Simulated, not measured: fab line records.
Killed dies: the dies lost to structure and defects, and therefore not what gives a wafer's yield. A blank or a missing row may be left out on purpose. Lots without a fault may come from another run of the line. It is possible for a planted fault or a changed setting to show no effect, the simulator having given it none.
Chamber matching ; flow n5Finfet ; 3 sister chambers for N5_BEOL_M14_CMP_49 on cmp-02
The step polishes, stops on SiO2, t overpolish 5.2 s, target thk 560 nm. 14 wafers are shown with their chamber, then 5 later ones without.

WAFERS PAIRED WITH THEIR CHAMBERS
wafer;chamber;motorCurrentA (A);clearingPlatenRpm (rpm);clearingPlatenDownForcePsi (psi)
L074.2;2;8.2;80.02;2.002
L074.3;0;8.9;79.98;1.996
L074.6;3;8.7;79.99;1.996
L081.2;3;8.8;79.97;1.999
L081.5;3;8.4;79.92;2.000
L081.6;0;8.6;79.97;1.999
L082.2;0;8.6;80.01;1.991
L082.3;2;8.1;79.99;2.000
L082.6;3;7.9;79.96;2.003
L086.3;3;8.7;79.98;1.997
L086.4;0;8.6;80.02;1.995
L086.5;2;8.0;80.01;1.998
L089.1;3;8.6;80.00;1.997
L089.4;0;8.9;80.00;2.000

SIGNATURES (means of the wafers above)
reading;chamber 0;chamber 2;chamber 3;scatter within a chamber
motorCurrentA;8.720;8.100;8.517;0.248
clearingPlatenRpm;79.9960;80.0067;79.9700;0.0237
clearingPlatenDownForcePsi;1.99620;2.00000;1.99867;0.00289
Rule: for each reading, subtract the chamber's mean from the wafer's reading, divide by that reading's scatter and square the result; add these up over the readings and take the root, which gives the wafer's distance from the chamber. The wafer belongs to the nearest chamber; if the next one is less than 2 further off, it can't be placed. The scatter is the square root of a quotient: the sum, over the shown wafers, of each reading's squared deviation from its chamber's mean, divided by wafers minus chambers.

WAFERS WITHOUT THEIR CHAMBER
wafer;motorCurrentA (A);clearingPlatenRpm (rpm);clearingPlatenDownForcePsi (psi)
L089.6;8.8;79.97;2.004
L090.3;8.3;80.01;2.003
L090.4;8.3;80.05;2.000
L094.2;8.9;80.03;2.003
L094.4;8.3;80.02;2.003

THE CHAMBER EACH PASSED THROUGH
wafer;from the rows above;in truth
L089.6;can't be placed: 3 or 0 or 2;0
L090.3;can't be placed: 2 or 3 or 0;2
L090.4;can't be placed: 2 or 0 or 3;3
L094.2;can't be placed: 0 or 3 or 2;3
L094.4;can't be placed: 2 or 3 or 0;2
Correct placement for 0 of the 5. These rows do not allow placing 5 (true chamber among the candidates in 5). 0 placed wrongly.
